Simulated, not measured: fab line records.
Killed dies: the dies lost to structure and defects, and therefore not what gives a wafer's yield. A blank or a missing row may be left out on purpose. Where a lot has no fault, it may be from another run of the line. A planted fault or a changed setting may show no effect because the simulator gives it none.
8D (eight disciplines) problem report, filled in by code || flow nand harc || the parts of the form that need people (team, actions taken, sign-off) are left out

== 1. THE PROBLEM ==
A mean of 619.0 is read at NHARC_END_SORT_01 for killed at periphery, taken on 1 wafer of 1 lot, against 3.8 (standard deviation 2.5) on wafers free of any fault. So: +99 or more standard deviations from the usual mean.
The first sign was on wafer L847.3 at day 30 21:08, on prober-02. Wafers with a number at this step in the record: 6, from 2 lots. Rule for "out" (also "out of limits"): further than 4 standard deviations from the usual mean. Any other wafer with a number is counted as sound.

== 2. WHAT IT IS, AND WHAT IT ISN'T ==
{"question": "which readings at this step", "is": "killed at periphery, killed dies", "is not": "killed at array, killed at other, killed open, killed short"}
{"question": "which lots", "is": "L847", "is not": "L848"}
{"question": "which wafers of those lots", "is": "L847.3", "is not": "L847.1, L847.2"}
{"question": "read on which gauges", "is": "prober-02", "is not": "prober-01"}
{"question": "when", "is": "from day 30 21:08", "is not": "up to then (5 sound wafers)"}

== 3. THE SUSPECTS, EACH WITH WHAT RULES IT OUT ==
Counting: a tool at a process step up to the reading stays a suspect if it ran every lot that is out. Sound lots after the first of them don't rule it out here, since some wafers of a struck lot are sound.
- ruled out: the gauge at NHARC_END_SORT_01. All the wafers that are out were read on prober-02, but those of them that NHARC_P_GATE_ETCHBACK_37 has rows for are out there too, on other tools.
- rie si-05 at NHARC_P_GATE_ETCH_32 (etches the open film in HBr/Cl2, target depth 150 nm, time 100.1 s): kept. It ran the lot that is out, L847 (day 11 08:13).
- rie diel-10 at NHARC_P_GATE_ETCHBACK_37 (etches the open film in CHF3/O2, target depth 34.5 nm, time 17.2 s): kept. It ran the lot that is out, L847 (day 11 18:36). On those wafers its own readings are out: run length s.
- rie diel-10 at NHARC_P_GATE_STRIP_101 (strips in O2, time 20 s): kept. It ran the lot that is out, L847 (day 11 18:41).
- At NHARC_P_GATE_ETCH_32, inside rie si-05: chamber 0 took the wafers that are out, while their sound lot-mates went through chambers 2, 3.
- At NHARC_P_GATE_ETCHBACK_37, inside rie diel-10: chamber 3 took the wafers that are out, while their sound lot-mates went through chambers 0, 2.
- At NHARC_P_GATE_STRIP_101, inside rie diel-10: chamber 0 took the wafers that are out, while their sound lot-mates went through chambers 1, 2.
The count leaves rie si-05 at NHARC_P_GATE_ETCH_32, rie diel-10 at NHARC_P_GATE_ETCHBACK_37, and rie diel-10 at NHARC_P_GATE_STRIP_101.

== 4. THE CAUSE (what the simulator had put in) ==
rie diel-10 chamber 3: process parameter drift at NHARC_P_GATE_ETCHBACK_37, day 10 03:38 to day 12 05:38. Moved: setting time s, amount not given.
3 suspects survive the count, and this tool is in that group.

== 5. THE EFFECT CHAIN, in route order ==
Rows list readings where the struck wafers' mean (over those with a number) sits beyond 3 standard deviations from the usual. Only readings for which the record gives a usual standard deviation are gone through. hours: the time from each lot's start at the first step in this table that gives one to its start at this step, as a median over the lots. sigmas: the change in usual standard deviations.
{"hours": 0, "step": "NHARC_P_GATE_ETCHBACK_37", "reading": "run length s", "usual": "38.6 s", "on struck wafers": 49.2, "change": "+10.6", "sigmas": "+21"}
{"hours": 459, "step": "NHARC_END_SORT_01", "reading": "killed at periphery", "usual": 3.8, "on struck wafers": 619.0, "change": "+615.2", "sigmas": "+99 or more"}
{"hours": 459, "step": "NHARC_END_SORT_01", "reading": "killed dies", "usual": 60, "on struck wafers": 677, "change": "+617", "sigmas": "+34"}
The process steps in it:
- NHARC_P_GATE_ETCHBACK_37: etches the open film in CHF3/O2, target depth 34.5 nm, time 17.2 s.

== 6. HOW IT WOULD HAVE BEEN CAUGHT EARLIER ==
Counted from the fault's start at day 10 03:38, it took 498 hours until the first out-of-limits reading at a measuring or inspecting step in this record, taken at day 30 21:08.
The tool's own readings at NHARC_P_GATE_ETCHBACK_37 were out on every struck wafer that the step has a row for (run length s): an alarm limit on them would have fired on the first of those.
By day 30 21:08, every lot that is out (1) had started NHARC_P_GATE_ETCHBACK_37 on rie diel-10. None of them would have been spared by holding the tool at that moment.
